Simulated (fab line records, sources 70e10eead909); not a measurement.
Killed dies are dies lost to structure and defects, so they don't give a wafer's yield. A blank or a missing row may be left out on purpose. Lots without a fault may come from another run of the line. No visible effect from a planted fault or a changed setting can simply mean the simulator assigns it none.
Matching of chambers :: flow nand_harc :: NHARC_P_M0_CMP_23 on cmp-01: 4 sister chambers
The step polishes, t overpolish 20 s, target thk 117.53 nm. 20 wafers are shown with their chamber, then 10 later ones without.

WAFERS, EACH WITH ITS CHAMBER
wafer: L074.1
chamber: 1
motor_current_A (A): 14.2
edge_zone_pressure_frac: 0.995
time_to_endpoint_s (s): 26.5

wafer: L074.4
chamber: 0
motor_current_A (A): 12.9
edge_zone_pressure_frac: 0.990
time_to_endpoint_s (s): 30.1

wafer: L074.5
chamber: 1
motor_current_A (A): 13.4
edge_zone_pressure_frac: 0.995
time_to_endpoint_s (s): 29.2

wafer: L076.3
chamber: 3
motor_current_A (A): 12.0
edge_zone_pressure_frac: 0.998
time_to_endpoint_s (s): 27.2

wafer: L076.4
chamber: 2
motor_current_A (A): 12.8
edge_zone_pressure_frac: 0.996
time_to_endpoint_s (s): 28.2

wafer: L076.5
chamber: 0
motor_current_A (A): 12.2
edge_zone_pressure_frac: 0.993
time_to_endpoint_s (s): 28.3

wafer: L079.2
chamber: 0
motor_current_A (A): 11.9
edge_zone_pressure_frac: 1.001
time_to_endpoint_s (s): 31.3

wafer: L079.4
chamber: 2
motor_current_A (A): 12.5
edge_zone_pressure_frac: 0.998
time_to_endpoint_s (s): 28.9

wafer: L079.6
chamber: 1
motor_current_A (A): 14.2
edge_zone_pressure_frac: 1.000
time_to_endpoint_s (s): 30.0

wafer: L080.1
chamber: 0
motor_current_A (A): 12.6
edge_zone_pressure_frac: 1.003
time_to_endpoint_s (s): 33.4

wafer: L080.2
chamber: 3
motor_current_A (A): 11.7
edge_zone_pressure_frac: 1.006
time_to_endpoint_s (s): 32.3

wafer: L080.6
chamber: 3
motor_current_A (A): 12.1
edge_zone_pressure_frac: 1.011
time_to_endpoint_s (s): 30.9

wafer: L087.4
chamber: 1
motor_current_A (A): 13.6
edge_zone_pressure_frac: 0.997
time_to_endpoint_s (s): 25.9

wafer: L087.5
chamber: 2
motor_current_A (A): 12.7
edge_zone_pressure_frac: 1.000
time_to_endpoint_s (s): 28.8

wafer: L087.6
chamber: 1
motor_current_A (A): 13.1
edge_zone_pressure_frac: 0.999
time_to_endpoint_s (s): 28.6

wafer: L084.1
chamber: 0
motor_current_A (A): 12.1
edge_zone_pressure_frac: 1.001
time_to_endpoint_s (s): 27.1

wafer: L084.2
chamber: 1
motor_current_A (A): 13.9
edge_zone_pressure_frac: 1.003
time_to_endpoint_s (s): 27.9

wafer: L084.4
chamber: 2
motor_current_A (A): 12.7
edge_zone_pressure_frac: 1.001
time_to_endpoint_s (s): 27.8

wafer: L085.1
chamber: 2
motor_current_A (A): 12.7
edge_zone_pressure_frac: 1.006
time_to_endpoint_s (s): 26.6

wafer: L085.3
chamber: 0
motor_current_A (A): 12.1
edge_zone_pressure_frac: 0.994
time_to_endpoint_s (s): 28.9

SIGNATURES (averages over the wafers above)
reading: motor_current_A
chamber 0: 12.300
chamber 1: 13.733
chamber 2: 12.680
chamber 3: 11.933
scatter within a chamber: 0.338

reading: edge_zone_pressure_frac
chamber 0: 0.99700
chamber 1: 0.99817
chamber 2: 1.00020
chamber 3: 1.00500
scatter within a chamber: 0.00457

reading: time_to_endpoint_s
chamber 0: 29.850
chamber 1: 28.017
chamber 2: 28.060
chamber 3: 30.133
scatter within a chamber: 1.86
Rule: a wafer's distance from a chamber is the root of the sum, over the readings, of the square of ((its reading less the chamber's mean) divided by the reading's scatter). The wafer belongs to the nearest chamber; if the next one is less than 2 further off, it can't be placed. The scatter: the root of (the sum of the squares of (reading less its chamber's mean) over the shown wafers, divided by (wafers less chambers)).

WAFERS WHOSE CHAMBER IS MISSING
wafer: L085.5
motor_current_A (A): 12.8
edge_zone_pressure_frac: 1.007
time_to_endpoint_s (s): 26.2

wafer: L089.1
motor_current_A (A): 12.8
edge_zone_pressure_frac: 1.003
time_to_endpoint_s (s): 24.1

wafer: L089.5
motor_current_A (A): 12.5
edge_zone_pressure_frac: 0.991
time_to_endpoint_s (s): 26.7

wafer: L089.6
motor_current_A (A): 12.6
edge_zone_pressure_frac: 0.993
time_to_endpoint_s (s): 24.7

wafer: L092.1
motor_current_A (A): 12.0
edge_zone_pressure_frac: 0.998
time_to_endpoint_s (s): 27.4

wafer: L092.3
motor_current_A (A): 12.6
edge_zone_pressure_frac: 1.003
time_to_endpoint_s (s): 30.2

wafer: L092.4
motor_current_A (A): 12.3
edge_zone_pressure_frac: 0.997
time_to_endpoint_s (s): 32.5

wafer: L097.1
motor_current_A (A): 11.8
edge_zone_pressure_frac: 1.003
time_to_endpoint_s (s): 27.4

wafer: L097.2
motor_current_A (A): 12.3
edge_zone_pressure_frac: 0.999
time_to_endpoint_s (s): 27.3

wafer: L097.3
motor_current_A (A): 14.1
edge_zone_pressure_frac: 1.000
time_to_endpoint_s (s): 25.0

WHICH CHAMBER EACH ONE RAN IN
wafer: L085.5
from the rows above: can't be placed: 2 or 0 or 3 or 1
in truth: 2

wafer: L089.1
from the rows above: can't be placed: 2 or 1 or 0 or 3
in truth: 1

wafer: L089.5
from the rows above: can't be placed: 2 or 0 or 3 or 1
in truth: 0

wafer: L089.6
from the rows above: can't be placed: 2 or 0 or 1 or 3
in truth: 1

wafer: L092.1
from the rows above: can't be placed: 0 or 2 or 3
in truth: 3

wafer: L092.3
from the rows above: can't be placed: 2 or 0 or 3
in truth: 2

wafer: L092.4
from the rows above: can't be placed: 0 or 3 or 2
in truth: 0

wafer: L097.1
from the rows above: can't be placed: 3 or 0 or 2
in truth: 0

wafer: L097.2
from the rows above: can't be placed: 2 or 0 or 3
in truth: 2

wafer: L097.3
from the rows above: 1
in truth: 1
1 of 10 placed correctly. From these rows, 9 cannot be placed; in 9 the true chamber is one of the candidates. Wrongly placed: 0.
